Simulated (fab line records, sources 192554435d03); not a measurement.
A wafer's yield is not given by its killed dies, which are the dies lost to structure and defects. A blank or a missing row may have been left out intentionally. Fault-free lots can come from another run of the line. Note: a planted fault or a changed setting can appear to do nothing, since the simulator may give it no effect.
A struck lot beside a sound one + flow n5-finfet + 19 steps out of a route of 1938
Sound: the wafers L608.1, L608.2, L608.6. Wafers L618.2, L618.3, L618.5 were the ones struck. The cause comes at the end.
Each step with rows lists, per side, the tool, then ch with its chambers, then its first start. Under that, the readings that differ: sound wafers + struck wafers + difference of the means + sigmas: that difference in standard deviations of wafers without a fault.
alike: readings with means less than 2 such deviations apart, plus words and numbers identical on both sides. not compared: withheld readings, readings lacking a value on some wafer, bounds such as >300 that could conceal the same value, and numbers that have no deviation in the record and whose values overlap.
A row with sigmas, a row that says differs or no value, or rows on one side alone: a step with any of these is where the two part. Numbers that don't overlap but have no deviation are shown without sigmas and don't part them. Lack of a reading on every wafer of one side parts them only where that side has two or more wafers.

first, 8 steps without rows for these wafers: N5_BEOL_M13_SPUTTER_45 (material Cu, target thk 80 nm, time 13.33 s); N5_BEOL_M13_ECD_47 (material Cu, target thk 936 nm); N5_BEOL_M13_ANNEAL_48 (time 90 s); N5_BEOL_M13_CMP_49 (polishes, stops on SiOC, t overpolish 17.1 s, target thk 420 nm); N5_BEOL_M13_PRE_CLEAN_52 (time 15 s); N5_BEOL_M13_DEP_53 (deposits SiCN from 3MS/NH3, target thk 50 nm, time 17.8 s); N5_BEOL_M14_ILD_DEP_00 (deposits SiO2 from TEOS/O2, target thk 1119.3 nm, time 237.4 s); N5_BEOL_M14_COAT_58 (time 60 s, resist thk 89 nm).
N5_BEOL_M14_COAT_04: resist thk 800 nm.
  sound on litho-track-01 ch 0, day 12 09:49; struck on litho-track-01 ch 0, day 14 22:22
| reading                                    | sound                | struck               | difference | sigmas |
|--------------------------------------------|----------------------|----------------------|------------|--------|
| spin-speed-rpm (rpm)                       | 1705.1 1705.3 1705.3 | 1745.9 1745.6 1748.6 | +41.5      | +35    |
| model.coat_of_BEOL_M14_COAT_04.thk-nm (nm) | 799.8 798.2 799.2    | 792.2 792.4 794.6    | -6.0       |        |
  alike: dispense-pressure-kPa
then, 7 steps without rows for these wafers: N5_BEOL_M14_EBR_06; N5_BEOL_M14_SOFTBAKE_05 (time 60 s); N5_BEOL_M14_EXPOSE_07 (exposes mask V13); N5_BEOL_M14_PEB_08 (peb time 90 s); N5_BEOL_M14_DEVELOP_09 (develop time 45 s); N5_BEOL_M14_HARDBAKE_14 (time 120 s); N5_BEOL_M14_DESCUM_15 (chemistry O2, time 7.9 s).
N5_BEOL_M14_ETCH_59: etches BARC in N2/H2, target depth 89 nm, overetch 26.7 nm, time 67.9 s.
  sound on rie-diel-04 ch 1,2, day 12 10:36; struck on rie-diel-05 ch 0,2,3, day 15 00:24
| reading                                    | sound             | struck            | difference | sigmas |
|--------------------------------------------|-------------------|-------------------|------------|--------|
| model.coat_of_BEOL_M14_COAT_04.thk-nm (nm) | 720.6 714.2 719.6 | 710.4 712.2 709.8 | -7.3       |        |
  alike: drypump-motor-current-A, oes-product-au, rf-vpp-V, showerhead-plenum-p-Torr, throttle-valve-pct
  not compared: rf-hours-counter-h
then, 1 step without rows for these wafers: N5_BEOL_M14_VIA_ETCH_16 (etches SiO2 in C4F8/O2/Ar, target depth 1231.3 nm).
N5_PASSIVATION_PROBE_49:
  the record has rows for the sound wafers here (prober-01, day 13 21:16) and none for the struck ones

WHERE THEY PART
At N5_BEOL_M14_COAT_04 first; at N5_PASSIVATION_PROBE_49 last (within this record only).

WHY: what had been put in by the simulator
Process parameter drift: litho-track-01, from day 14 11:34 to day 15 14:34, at N5_BEOL_M14_COAT_04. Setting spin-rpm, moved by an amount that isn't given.
